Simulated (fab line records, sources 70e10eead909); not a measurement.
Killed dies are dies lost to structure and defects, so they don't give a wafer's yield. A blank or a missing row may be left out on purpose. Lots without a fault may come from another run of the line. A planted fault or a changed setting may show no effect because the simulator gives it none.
Problem report in the 8D (eight disciplines) form, filled by code | flow nand_harc | the parts of the form that need people (team, actions taken, sign-off) are left out

1. THE PROBLEM
killed_at_periphery at NHARC_END_SORT_01 reads a mean of 94.5 on 6 wafers of 2 lots; wafers without a fault read 4.2 with a standard deviation of 2.8. That is +32 standard deviations from the usual mean.
First seen on wafer L313.2, day 30 22:27, on prober-02. The record holds 6 wafers of 2 lots with a number at this step. Rule for "out", or "out of limits": more than 4 standard deviations from the usual mean. The other wafers with a number count as sound.

2. WHAT IT IS AND WHAT IT IS NOT
question                    | is                     | is not
which readings at this step | killed_at_periphery    | killed_at_array, killed_at_other, killed_open, killed_short
which lots                  | L313, L314             | -
which wafers of those lots  | all that have a number | -
read on which gauges        | prober-01, prober-02   | -
when                        | from day 30 22:27      | up to then (0 sound wafers)

3. SUSPECTS, AND WHAT RULES EACH OUT
Counting: a tool at a process step up to the reading stays a suspect if it ran every lot that is out and no sound lot after the first of them.
- the gauge at NHARC_END_SORT_01: ruled out. The wafers that are out were read on 2 gauges (prober-01, prober-02).
- pecvd-02 at NHARC_P_CONTACT_DEP_30 (deposits SiNx, target thk 30 nm): kept. It ran every lot that is out, first L313 (day 12 12:24), and no sound lot after that.
- plasma_asher-02 at NHARC_THIN_TSV_STRIP_45 (strips in O2): kept. It ran every lot that is out, first L313 (day 30 06:49), and no sound lot after that.
- pvd_sputter-01 at NHARC_THIN_TSV_DEGAS_53 (time 60 s): kept. It ran every lot that is out, first L313 (day 30 10:46), and no sound lot after that.
- pvd_sputter-01 at NHARC_THIN_TSV_PRE_CLEAN_54 (time 30 s): kept. It ran every lot that is out, first L313 (day 30 10:49), and no sound lot after that.
Left after counting: pecvd-02 at NHARC_P_CONTACT_DEP_30, plasma_asher-02 at NHARC_THIN_TSV_STRIP_45, pvd_sputter-01 at NHARC_THIN_TSV_DEGAS_53, pvd_sputter-01 at NHARC_THIN_TSV_PRE_CLEAN_54.

4. THE CAUSE (what the simulator had put in)
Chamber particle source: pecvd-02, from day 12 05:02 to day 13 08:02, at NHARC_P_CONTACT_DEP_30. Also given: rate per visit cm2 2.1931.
Counting left 4 suspects, and this tool is among them.

5. THE CHAIN OF EFFECTS, in route order
Each row: a reading whose mean over the struck wafers that have a number lies more than 3 standard deviations from the usual. Only readings for which the record gives a usual standard deviation are gone through. hours: the time from each lot's start at the first step in this table that gives one to its start at this step, as a median over the lots. sigmas: the change in usual standard deviations.
hours | step              | reading             | usual | on struck wafers | change | sigmas
0     | NHARC_END_SORT_01 | killed_at_periphery | 4.2   | 94.5             | +90.3  | +32

6. WHAT WOULD HAVE CAUGHT IT SOONER
In this record the first reading out of limits at a measuring or inspecting step was taken at day 30 22:27, 449 hours after the fault began at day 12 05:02.
Of the tool readings at NHARC_P_CONTACT_DEP_30 for which the record gives a usual standard deviation, none was out on any struck wafer, so an alarm limit of 4 standard deviations on them would not have fired.
All the lots that are out (2) had begun NHARC_P_CONTACT_DEP_30 on pecvd-02 by day 30 22:27. A hold on the tool at that time would have spared none of them.
